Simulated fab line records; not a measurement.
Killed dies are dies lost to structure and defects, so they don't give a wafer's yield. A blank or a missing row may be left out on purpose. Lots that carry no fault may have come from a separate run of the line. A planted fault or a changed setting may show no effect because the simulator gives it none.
Problem report, 8D (eight disciplines) form, completed by code    flow n5Finfet    the parts of the form that need people (team, actions taken, sign-off) are left out

1. PROBLEM STATEMENT
Wafers without a fault read 55.1 nm, standard deviation 0.98; trenchDepthNm at N5_BEOL_M1_OCD_MEAS_38 reads a mean of 43.8 nm on 2 wafers belonging to 2 lots. That puts it -11 standard deviations away from the usual mean.
First observed at day 11 03:19: wafer L765.6, on ocd-01. Wafers with a number at this step in the record: 24, from 8 lots. Rule for "out", or "out of limits": more than 4 standard deviations from the usual mean. The rest of the wafers with a number are treated as sound.

2. WHAT IT IS, AND WHAT IT ISN'T
question                     is                 is not
which readings at this step  trenchDepthNm      -
which lots                   L765, L767         L749, L753, L755, L756, L768, L769
which wafers of those lots   L765.6, L767.1     L765.2, L765.4, L767.3, L767.4
read on which gauges         ocd-01             ocd-02
when                         from day 11 03:19  up to then (14 sound wafers); but 8 sound wafers of L767, L768, L769 came after

3. THE SUSPECTS, EACH WITH WHAT RULES IT OUT
Counting: any tool at a process step up to the reading remains a suspect provided it ran every lot that is out. Sound lots after the first of them don't rule it out here, since some wafers of a struck lot are sound.
- the gauge at N5_BEOL_M1_OCD_MEAS_38 is ruled out. All the wafers that are out were read on ocd-01, but those of them that N5_PASSIVATION_PROBE_49 has rows for are out there too, on other tools.
- pvdSputter-02 at N5_BEOL_M1_HM_DEP_02 (deposits TiN, target thk 20 nm): kept. Every lot that is out went through it, the first being L765 (day 10 20:55); the last sound lot it ran before that was L756 (day 8 16:23).
- rieDiel-06 at N5_BEOL_M1_VIA_ETCH_34 (etches the open film in C4F6/O2, target depth 67.8 nm, time 64.4 s): kept. It ran every lot that is out, first L765 (day 11 03:04).
- rieDiel-06 at N5_BEOL_M1_STRIP_97 (strips in N2/H2, time 10 s): kept. It ran every lot that is out, first L765 (day 11 03:19). N5_BEOL_M1_STRIP_97: start missing for some lots; hours and lot order therefore follow N5_BEOL_M1_OCD_MEAS_38.
Still standing after the count: pvdSputter-02 at N5_BEOL_M1_HM_DEP_02, rieDiel-06 at N5_BEOL_M1_VIA_ETCH_34, rieDiel-06 at N5_BEOL_M1_STRIP_97.

4. THE CAUSE (what the simulator had put in)
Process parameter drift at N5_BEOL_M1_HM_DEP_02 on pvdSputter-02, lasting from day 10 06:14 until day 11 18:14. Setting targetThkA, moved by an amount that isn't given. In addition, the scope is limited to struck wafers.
After counting, 3 suspects remain, this tool included.

5. THE EFFECT CHAIN, in route order
Each row: a reading where the mean over the struck wafers with a number is more than 3 standard deviations away from the usual. Only readings for which the record gives a usual standard deviation are gone through. hours: the time from each lot's start at the first step in this table that gives one to its start at this step, as a median over the lots. sigmas: the change in usual standard deviations.
hours  step                     reading              usual    on struck wafers  change  sigmas
0      N5_BEOL_M1_OCD_MEAS_38   trenchDepthNm        55.1 nm  43.8              -11.3   -11
143    N5_PASSIVATION_PROBE_49  defectLimitedYield   91.4 %   73.9              -17.5   -13
143    N5_PASSIVATION_PROBE_49  killed_at_M0_to_M3   31       245               +214    +21
143    N5_PASSIVATION_PROBE_49  killedDies           101      308               +206    +13
143    N5_PASSIVATION_PROBE_49  killedOnRim          13       28                +15     +3.8
143    N5_PASSIVATION_PROBE_49  sort_bin_5_function  5.1 %    23.4              +18.3   +21
143    N5_PASSIVATION_PROBE_49  sortNPass            1079     872               -206    -13
143    N5_PASSIVATION_PROBE_49  sortYieldPct         91.4 %   73.9              -17.5   -13
Its process steps:
- N5_PASSIVATION_PROBE_49
Later measuring or inspecting steps at which every struck wafer that the step has a row for has a number for every such reading, and none has moved that far: N5_BEOL_M4_RC_MEAS_101.

6. HOW IT WOULD HAVE BEEN CAUGHT EARLIER
In this record the first reading out of limits at a measuring or inspecting step was taken at day 11 03:19, 21 hours after the fault began at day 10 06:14.
No tool reading at N5_BEOL_M1_HM_DEP_02 that has a usual standard deviation in the record was out on any struck wafer, so an alarm limit of 4 standard deviations on those readings would not have fired.
Among the 2 lots that are out, L767 began N5_BEOL_M1_HM_DEP_02 on pvdSputter-02 after day 11 03:19. It would have been spared by a hold on the tool at that moment.
